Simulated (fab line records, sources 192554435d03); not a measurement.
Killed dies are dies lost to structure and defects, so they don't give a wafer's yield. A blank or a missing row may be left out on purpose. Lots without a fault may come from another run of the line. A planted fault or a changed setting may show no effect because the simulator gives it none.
fab line records | flow n5_finfet
record lots=5 wafers=13 last_day=17
route steps=1938 shown FIN_CUT@164 BEOL_M4@1111
lots that met no fault: from a run of the same line without faults
start_h: hours from the record's first day to the start of the lot's first wafer shown | wait_h: hours since the lot's step before | " the same as in the row above | L1.1+2: a row that stands for several wafers | - no value, or no start given | * or withheld: withheld | < > ~ a bound
route shown NAME@n: a module of which the file shows steps, and the number in the route of the first | usual: mean/standard deviation of fault-free wafers | same: alike in all rows | chamber/n: place in a boat | sites: the reading at each site | _std_site: their standard deviation | _edge_site: outer sites' mean less inner sites' | radius_mm: how far each site lies from the wafer's centre | mask NAME#n: copy n | behind: the tool/chamber that last shaped the wafer | hold: why the lot was held/for how many hours/how that ended | device: the transistor (n, p or np) that didn't switch | end of line: the same wafers' tests at the end of the route | a step without rows: its recipe alone | killed: dies lost to structure and defects at the first sort, not the wafer's yield | map: a wafer's dies, x killed, . not, _ none there
set.NAME: the setting as run; set.NAME@STEP: as run at that earlier step | model.NAME: the simulator's own value behind a step, which no gauge read
lots at some steps of the route; a table a step, a row a wafer
services: from which hour (start_h, from the record's first day; less than 0 if before it) a tool's chamber was out of use, for how many hours, and why
## steps
# step N5_FIN_CUT_OVL_MEAS_09
# recipe points_per_wafer=522
# usual FIN_CUT_OVL=-0.2/0.52
# same points_per_wafer=522
# columns lot.wafer tool chamber start_h wait_h FIN_CUT_OVL[nm]
L134.3 overlay-02 0 50.80 0.0 -0.6
L134.4 " 0 " " 0.2
L137.2 overlay-01 0 63.98 0.0 0.1
L137.3 " 0 " " -0.1
L137.4 " 0 " " 0.8
L146.4 overlay-01 0 116.04 0.0 0.3
L146.5 " 0 " " -0.3
L148.2 overlay-01 0 129.25 0.0 0.2
L148.3 " 0 " " 0.1
L148.5 " 0 " " 0.3
L149.1 overlay-01 0 135.30 0.0 -1.6
L149.4 " 0 " " -1.2
L149.5 " 0 " " -0.4
# step N5_FIN_CUT_INSPECT_10
# recipe mode=adi inspect_instrument=brightfield
# usual raw_defect_count=47/15
# columns lot.wafer tool chamber start_h wait_h raw_defect_count
L134.3 defect_inspect-01 - 50.85 0.0 52
L134.4 " - " " 71
L137.2 defect_inspect-02 - 64.04 0.1 44
L137.3 " - " " 40
L137.4 " - " " 42
L146.4 defect_inspect-02 - 116.08 0.0 50
L146.5 " - " " 45
L148.2 defect_inspect-01 - 129.30 0.0 64
L148.3 " - " " 42
L148.5 " - " " 34
L149.1 defect_inspect-01 - 135.36 0.1 57
L149.4 " - " " 57
L149.5 " - " " 50
# step N5_FIN_CUT_DESCUM_13
# recipe chemistry=O2 time_s=7 source_power_w=50 bias_power_w=20 pressure_mtorr=20 rf_frequency_hz=2.712e+07 temp_c=40 resist=CAR-EUV o2_flow_sccm=225
# step N5_FIN_CUT_ETCH_30
# recipe chemistry=N2/H2 target=underlayer target_depth_a=130 mask_material=CAR-EUV time_s=10.4 ion_energy_ev=200 pressure_mtorr=30 source_w=840 bias_w=150 n2_flow_sccm=200 h2_flow_sccm=200 ends=cleared
# usual drypump_motor_current_A=5.8/0.54 etch_rf_on_time_s=10.4/0.31 oes_product_au=0.65/0.049 rf_vpp_V=524.5/2.2 showerhead_plenum_p_Torr=2.57/0.076 throttle_valve_pct=18.00/0.22
# columns lot.wafer tool chamber start_h wait_h drypump_motor_current_A etch_rf_on_time_s oes_product_au rf_hours_counter_h rf_vpp_V showerhead_plenum_p_Torr throttle_valve_pct
L134.3 rie_diel-03 1 50.94 0.0 6.1 10.9 0.64 160 525.9 2.65 17.97
L134.4 " 0 " " 5.0 10.3 0.66 122 524.0 2.57 18.21
L137.2 rie_diel-03 2 64.11 0.0 4.7 10.8 0.66 120 525.9 2.66 18.10
L137.3 " 3 " " 6.4 9.8 0.77 35 522.2 2.48 17.65
L137.4 " 0 " " 5.0 10.4 0.64 126 525.6 2.57 18.19
L146.4 rie_diel-04 3 116.26 0.0 5.9 10.3 0.64 - 524.0 2.55 18.03
L146.5 " 0 " " 5.9 10.5 0.60 - 526.7 2.63 17.72
L148.2 rie_diel-03 2 129.37 0.0 4.7 10.8 0.64 137 527.0 2.65 18.14
L148.3 " 3 " " 6.4 9.8 0.76 51 522.6 2.47 17.65
L148.5 " 0 " " 5.0 10.3 0.64 - 523.0 2.56 18.23
L149.1 rie_diel-04 2 135.43 0.0 5.2 10.2 0.61 242 524.2 2.52 18.12
L149.4 " 3 " " 6.0 10.3 0.64 155 523.7 2.55 18.03
L149.5 " 0 " " 5.9 10.4 0.60 - 527.7 2.63 17.68
# step N5_FIN_CUT_ETCH_20
# recipe chemistry=CF4 target=SiARC target_depth_a=260 mask_material=CAR-EUV time_s=43.3 ion_energy_ev=80 pressure_mtorr=40 source_w=545 bias_w=36 Ar_flow_sccm=100 cf4_flow_sccm=100 ends=cleared
# usual drypump_motor_current_A=5.8/0.54 etch_rf_on_time_s=43.5/1.3 oes_product_au=0.65/0.049 rf_vpp_V=184.2/1.2 showerhead_plenum_p_Torr=2.16/0.064 throttle_valve_pct=15.70/0.17
# columns lot.wafer tool chamber start_h wait_h drypump_motor_current_A etch_rf_on_time_s oes_product_au rf_hours_counter_h rf_vpp_V showerhead_plenum_p_Torr throttle_valve_pct
L134.3 rie_diel-03 1 50.96 0.0 6.1 45.0 0.63 160 184.9 2.22 15.71
L134.4 " 0 " " 5.0 42.7 0.66 122 182.9 2.15 15.82
L137.2 rie_diel-03 2 64.13 0.0 4.7 44.4 0.67 121 185.3 2.24 15.90
L137.3 " 3 " " 6.4 41.4 0.78 35 184.0 2.09 15.37
L137.4 " 0 " " 5.0 42.7 0.65 126 181.0 2.15 15.82
L146.4 rie_diel-04 3 116.29 0.0 5.9 43.5 0.64 - 183.1 2.13 15.69
L146.5 " 0 " " 5.9 44.1 0.60 - 184.5 2.21 15.46
L148.2 rie_diel-03 2 129.39 0.0 4.7 44.3 0.66 137 184.5 2.23 15.95
L148.3 " 3 " " 6.4 40.6 0.76 51 184.4 2.09 15.41
L148.5 " 0 " " 5.0 42.7 0.63 - 184.5 2.14 15.85
L149.1 rie_diel-04 2 135.45 0.0 5.2 43.1 0.60 242 183.3 2.12 15.86
L149.4 " 3 " " 5.9 44.2 0.63 155 185.3 2.13 15.72
L149.5 " 0 " " 5.9 44.2 0.59 - 185.3 2.21 15.49
# step N5_FIN_CUT_ETCH_21
# recipe chemistry=N2/H2 target=SOC target_depth_a=2190 overetch_a=438 mask_material=SiARC temp_c=40 ion_energy_ev=100 bias_w=61 time_s=523.5 pressure_mtorr=30 source_w=850 n2_flow_sccm=200 h2_flow_sccm=200
# step N5_FIN_CUT_STRIP_23
# recipe chemistry=N2/H2 temp_c=40 n2_flow_sccm=200 h2_flow_sccm=200 rf_frequency_hz=6e+07
# step N5_FIN_CUT_STRIP_31
# recipe chemistry=N2/H2 temp_c=40 n2_flow_sccm=200 h2_flow_sccm=200 rf_frequency_hz=6e+07
# step N5_FIN_CUT_STRIP_24
# recipe chemistry=CF4 resist=SiARC power_w=300 bias_power_w=75 pressure_mtorr=50 cf4_flow_sccm=150 rf_frequency_hz=6e+07
# step N5_FIN_CUT_CUT_ETCH_26
# recipe chemistry=CH3F/O2 target=SiNx target_depth_a=390 mask_material=SOC time_s=55.7 pressure_mtorr=30 source_w=395 bias_w=73 Ar_flow_sccm=150 CH3F_flow_sccm=30 O2_flow_sccm=20 ion_energy_ev=120
# usual drypump_motor_current_A=5.8/0.54 oes_product_au=0.76/0.054 rf_vpp_V=300/4.4 showerhead_plenum_p_Torr=2.02/0.065 throttle_valve_pct=16.49/0.17
# columns lot.wafer tool chamber start_h wait_h drypump_motor_current_A oes_product_au rf_hours_counter_h rf_vpp_V showerhead_plenum_p_Torr throttle_valve_pct
L134.3 rie_diel-03 1 51.34 0.0 6.1 0.76 160 304 2.08 16.50
L134.4 " 0 " " 5.0 0.75 122 292 2.02 16.67
L137.2 rie_diel-03 2 64.51 0.0 4.7 0.78 121 297 2.10 16.69
L137.3 " 3 " " 6.4 0.91 35 298 1.96 16.17
L137.4 " 0 " " 5.0 0.75 126 292 2.02 16.67
L146.4 rie_diel-04 3 116.68 0.0 6.0 0.75 - 304 2.00 16.53
L146.5 " 0 " " 5.9 0.70 - 303 2.09 16.32
L148.2 rie_diel-03 2 129.78 0.0 4.7 0.77 137 298 2.09 16.73
L148.3 " 3 " " 6.4 0.88 51 299 1.95 16.22
L148.5 " 0 " " 5.0 0.74 - 293 2.02 16.68
L149.1 rie_diel-04 2 135.83 0.0 5.2 0.71 242 298 1.98 16.62
L149.4 " 3 " " 5.9 0.75 155 303 2.00 16.53
L149.5 " 0 " " 5.9 0.70 - 305 2.08 16.34
# step N5_FIN_CUT_CUT_ETCH_27
# recipe chemistry=CHF3/O2 target=SiO2 target_depth_a=40 mask_material=SOC overetch_a=20 time_s=4.9 pressure_mtorr=30 source_w=650 bias_w=170 Ar_flow_sccm=200 CHF3_flow_sccm=50 O2_flow_sccm=5 ion_energy_ev=200
# step N5_FIN_CUT_PRECLEAN_35
# recipe time_s=13.3 temp_c=45 pressure_torr=125 p_hf_torr=3 p_coreactant_torr=25 chemistry=vHF
# usual drypump_motor_current_A=5.7/0.5 temp_c=45.01/0.12
# columns lot.wafer tool chamber start_h wait_h drypump_motor_current_A temp_c
L134.3 vapor_etch-02 1 51.48 0.1 6.3 45.03
L134.4 " 0 " " 5.5 44.93
L137.2 vapor_etch-02 0 64.63 0.1 5.5 45.11
L137.3 " 1 " " 6.3 44.94
L137.4 " 0 " " 5.5 44.98
L146.4 vapor_etch-01 0 116.79 0.0 5.0 45.03
L146.5 " 1 " " 6.0 45.09
L148.2 vapor_etch-02 1 129.89 0.0 6.3 44.81
L148.3 " 1 " " 6.3 44.95
L148.5 " 0 " " 5.5 44.81
L149.1 vapor_etch-02 0 135.94 0.0 5.5 44.95
L149.4 " 0 " " 5.5 45.07
L149.5 " 1 " " 6.3 45.06
# step N5_FIN_CUT_CUT_ETCH_15
# recipe chemistry=HBr/Cl2/O2 target=Si target_depth_a=1000 bt_time_s=10 mask_material=SOC time_s=42.4 ion_energy_ev=* bias_w=* pressure_mtorr=10 icp_w=800 HBr_flow_sccm=150 Cl2_flow_sccm=80 O2_flow_sccm=12
# usual drypump_motor_current_A=5.8/0.53 oes_product_au=1.004/0.015 throttle_valve_pct=37.08/0.27
# columns lot.wafer tool chamber start_h wait_h drypump_motor_current_A oes_product_au rf_hours_counter_h throttle_valve_pct model.etch.depth_nm model.FIN_CUT.feature_depth_nm model.SOC_of_FIN_CUT_COAT_18.thk_nm
L134.3 rie_si-06 3 51.54 0.0 6.3 0.995 161 37.14 99.74 99.8 169.4
L134.4 " 2 " " 5.6 0.998 97 36.75 100.1 100.2 170
L137.2 rie_si-03 3 64.71 0.1 6.3 1.032 38 37.21 98.29 98.2 170
L137.3 " 1 " " 6.4 0.997 0 37.13 100.3 100.4 169
L137.4 " 2 " " 5.6 0.991 8 36.89 102.1 102.2 169
L146.4 rie_si-06 1 116.85 0.0 6.0 0.989 145 37.00 100.4 100.4 170
L146.5 " 1 " " 6.0 0.983 - 37.00 70.72 70.8 181.4
L148.2 rie_si-05 2 129.97 0.1 5.3 1.003 138 37.61 98.51 98.6 171.6
L148.3 " 1 " " 5.6 1.023 128 36.84 102 102 168.4
L148.5 " 0 " " 6.7 1.027 - 37.12 100.8 100.8 170
L149.1 rie_si-05 1 136.03 0.1 5.6 1.032 128 36.82 101.3 101.4 168.4
L149.4 " 3 " " 5.5 0.995 116 36.80 99.12 99.2 169.6
L149.5 " 2 " " 5.3 1.018 - 37.61 97.89 97.8 170
# step N5_FIN_CUT_CUT_ETCH_28
# recipe chemistry=HBr/Cl2/O2 target=Si target_depth_a=60 mask_material=SOC time_s=2.4 ion_energy_ev=* bias_w=* pressure_mtorr=10 icp_w=800 HBr_flow_sccm=150 Cl2_flow_sccm=80 O2_flow_sccm=12
# usual drypump_motor_current_A=5.8/0.53 oes_product_au=1.004/0.015 throttle_valve_pct=37.07/0.27
# columns lot.wafer tool chamber start_h wait_h drypump_motor_current_A oes_product_au rf_hours_counter_h throttle_valve_pct model.SOC_of_FIN_CUT_COAT_18.thk_nm
L134.3 rie_si-06 3 51.59 0.0 6.3 0.995 161 37.15 167.8
L134.4 " 2 " " 5.7 0.999 97 36.74 168.2
L137.2 rie_si-03 3 64.76 0.0 6.3 1.027 38 37.22 168.2
L137.3 " 1 " " 6.4 0.999 0 37.12 167.4
L137.4 " 2 " " 5.6 0.987 8 36.90 167.4
L146.4 rie_si-06 1 116.90 0.0 6.0 0.989 145 36.99 168.2
L146.5 " 1 " " 6.0 0.989 - 37.02 179.6
L148.2 rie_si-05 2 130.02 0.0 5.3 1.005 138 37.61 169.8
L148.3 " 1 " " 5.6 1.022 128 36.83 166.8
L148.5 " 0 " " 6.7 1.029 - 37.11 168.2
L149.1 rie_si-05 1 136.08 0.0 5.6 1.030 128 36.84 166.6
L149.4 " 3 " " 5.5 0.998 116 36.77 167.8
L149.5 " 2 " " 5.3 1.006 - 37.62 168.4
# step N5_FIN_CUT_STRIP_22
# recipe chemistry=N2/H2 power_w=500 temp_c=40 pressure_mtorr=50 rf_frequency_hz=6e+07 overash_fraction=0.3 bias_power_w=8 h2_frac=0.5 n2_flow_sccm=300 h2_flow_sccm=300
# usual bias_power_w=8.001/0.025 drypump_motor_current_A=5.8/0.55 oes_product_au=0.77/0.052 rf_vpp_V=54.2/2.2 showerhead_plenum_p_Torr=3.40/0.097 temp_c=39.98/0.13 throttle_valve_pct=19.0/0.41
# same overash_fraction=0.3
# columns lot.wafer tool chamber start_h wait_h bias_power_w drypump_motor_current_A oes_product_au rf_hours_counter_h rf_vpp_V showerhead_plenum_p_Torr temp_c throttle_valve_pct
L134.3 rie_diel-03 2 51.66 0.0 7.995 4.7 0.80 118 54.4 3.51 40.18 19.0
L134.4 " 0 " " 8.024 5.0 0.76 123 57.7 3.40 39.93 19.2
L137.2 rie_diel-01 0 64.83 0.0 8.015 6.2 0.69 224 51.2 3.33 40.26 18.5
L137.3 " 2 " " 7.994 5.7 0.79 129 54.0 3.50 39.77 18.9
L137.4 " 3 " " 8.002 6.2 0.76 140 54.4 3.52 40.06 18.9
L146.4 rie_diel-01 3 116.98 0.1 7.989 6.2 0.73 155 53.4 3.51 40.09 18.9
L146.5 " 0 " " 8.028 6.2 0.68 - 56.4 3.32 39.88 18.6
L148.2 rie_diel-04 3 130.09 0.0 8.056 5.9 0.78 153 49.7 3.37 39.89 19.1
L148.3 " 1 " " 7.983 6.2 0.80 104 59.6 3.27 40.03 20.0
L148.5 " 3 " " 8.039 6.0 0.75 - 51.6 3.37 39.95 19.1
L149.1 rie_diel-03 1 136.31 0.2 8.003 6.1 0.73 184 58.2 3.48 40.07 18.9
L149.4 " 2 " " 7.993 4.8 0.77 139 52.6 3.50 39.98 19.0
L149.5 " 3 " " 7.974 6.4 0.88 - 57.7 3.27 40.03 18.5
# step N5_BEOL_M4_RC_MEAS_101
# usual DIBL_N=36.0/1.6 DIBL_P=35.8/2 IOFF_N=0.152/0.03 IOFF_P=0.20/0.031 ION_N=670/12 ION_P=459/7.4 SS_N=71.5/0.56 SS_P=73.2/0.64 VT_N=251/3.5 VT_P=-252/3.3
# columns lot.wafer tool chamber start_h wait_h DIBL_N[mV/V] DIBL_P[mV/V] IOFF_N[nA/um] IOFF_P[nA/um] ION_N[uA/um] ION_P[uA/um] SS_N[mV/dec] SS_P[mV/dec] VT_N[mV] VT_P[mV]
L134.3 prober-01 0 214.96 0.3 36.2 36.7 0.183 0.22 682 460 71.4 74.0 245 -252
L134.4 " 0 " " 36.0 36.4 0.176 0.21 681 462 71.8 73.7 248 -251
L137.2 prober-02 0 239.00 0.2 36.8 36.3 0.168 0.19 676 456 71.7 72.9 250 -253
L137.3 " 0 " " 37.7 38.8 0.193 0.23 682 463 72.0 74.0 248 -253
L137.4 " 0 " " 36.4 36.6 0.169 0.20 684 463 71.2 73.4 249 -254
L146.4 prober-02 0 284.81 0.5 38.1 37.7 0.174 0.22 679 465 71.8 73.9 251 -250
L146.5 " 0 " " 40.1 39.8 0.233 0.26 684 460 72.2 74.7 246 -249
L148.2 prober-02 0 292.00 0.2 35.6 32.7 0.127 0.16 656 443 71.8 73.0 254 -257
L148.3 " 0 " " 35.2 33.2 0.122 0.15 659 443 71.1 73.0 256 -258
L148.5 " 0 " " 34.1 32.0 0.109 0.14 673 459 71.4 71.8 257 -258
L149.1 prober-02 0 294.03 0.0 38.4 39.4 0.211 0.26 691 465 71.5 73.6 246 -249
L149.4 " 0 " " 36.8 36.9 0.173 0.21 679 458 71.2 74.0 249 -250
L149.5 " 0 " " 39.4 40.1 0.222 0.27 698 474 72.0 74.7 243 -247
## services
# columns tool chamber start_h hours kind
rie_si-05 - 34.78 14.6 pm
vapor_etch-01 - 51.00 0.1 repair
rie_si-05 1 97.60 11.9 repair
vapor_etch-01 - 100.16 4.0 pm
rie_diel-04 2 115.56 19.2 repair
rie_si-05 2 116.98 2.2 repair
rie_si-05 - 124.04 0.4 repair
## key
first_sign none at tools or gauges
model_effect step=N5_FIN_CUT_CUT_ETCH_15 value=etch.depth_nm without=100.9 struck=70.72
model_effect step=N5_FIN_CUT_CUT_ETCH_28 value=SOC_of_FIN_CUT_COAT_18.thk_nm without=168.2 struck=179.6
met_at N5_FIN_CUT_CUT_ETCH_15
struck_wafers L146.5
onset_between 51.54 116.85
fault kind=process_parameter_drift tool=rie_si-06 chamber=- onset_h=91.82 steps=N5_FIN_CUT_CUT_ETCH_15 channel=time_s offset=* shape=step end_h=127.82 scope=struck_wafers_only acts_in=* stated=*
